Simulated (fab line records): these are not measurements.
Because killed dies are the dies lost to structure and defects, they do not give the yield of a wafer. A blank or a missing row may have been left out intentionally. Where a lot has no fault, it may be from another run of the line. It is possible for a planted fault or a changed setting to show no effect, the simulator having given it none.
A single fault, viewed from 2 desks -- flow n5 finfet -- each desk holds nothing but its own numbers, with what lay behind them at the end

TOOL OWNER'S DESK, ald metal-02
The tool's own readings at N5_HKMG_FIN_ALD_91 (deposits TiN, target thk 1 nm, pulse time 1 s, purge time 3 s): means of the sampled wafers that have a number, for each lot that ran on this tool. A lot is out of limits, marked OUT, if its mean lies more than 4 standard deviations from the usual mean; the brackets give that distance.
Columns: A = heater power w at N5_HKMG_FIN_ALD_91, usual 870 W; B = precursor pulse height rel at N5_HKMG_FIN_ALD_91, usual 1.000
lot,first seen here,A,B
L947,day 6 03:50,854,1.011
L950,day 7 03:05,839,0.982
L960,day 9 05:32,844,1.011
This desk found nothing out of limits on any of the 3 lots.

AT THE METROLOGY DESK
Lot by lot, what the gauges showed, no matter which tool ran the lot: averages of those sampled wafers that carry a number. A lot is out of limits, marked OUT, if its mean lies more than 4 standard deviations from the usual mean; the brackets give that distance. Of its 12 readings 7 are shown: those that lie furthest out on some lot.
Columns: A = DIBL_N at N5_BEOL_M4_RC_MEAS_101, usual 36.9 mV/V; B = IOFF_N_LONG at N5_BEOL_M4_RC_MEAS_101, usual 5.63e-05 nA/um; C = IOFF_P at N5_BEOL_M4_RC_MEAS_101, usual 0.22 nA/um; D = SS_P at N5_BEOL_M4_RC_MEAS_101, usual 73.4 mV/dec; E = VT_N at N5_BEOL_M4_RC_MEAS_101, usual 249 mV; F = VT_N_LONG at N5_BEOL_M4_RC_MEAS_101, usual 274.5 mV; G = VT_P at N5_BEOL_M4_RC_MEAS_101, usual -250 mV
lot,first seen here,A,B,C,D,E,F,G
L947,day 9 08:28,38.2,5.43e-05,0.25,73.6,252,276.7,-246
L950,day 11 08:46,38.8,4.78e-05,0.27,74.1,253,281.6,-246
L956,day 11 12:51,37.3,5.69e-05,0.19,73.0,251,273.9,-253
L960,day 13 00:59,37.4,5.48e-05,0.23,73.9,249,275.2,-248
This desk found nothing out of limits on any of the 4 lots.

BROUGHT TOGETHER
The tool owner's desk saw nothing out of limits.
The metrology desk saw nothing out of limits.

WHAT THE SIMULATOR HAD INSERTED
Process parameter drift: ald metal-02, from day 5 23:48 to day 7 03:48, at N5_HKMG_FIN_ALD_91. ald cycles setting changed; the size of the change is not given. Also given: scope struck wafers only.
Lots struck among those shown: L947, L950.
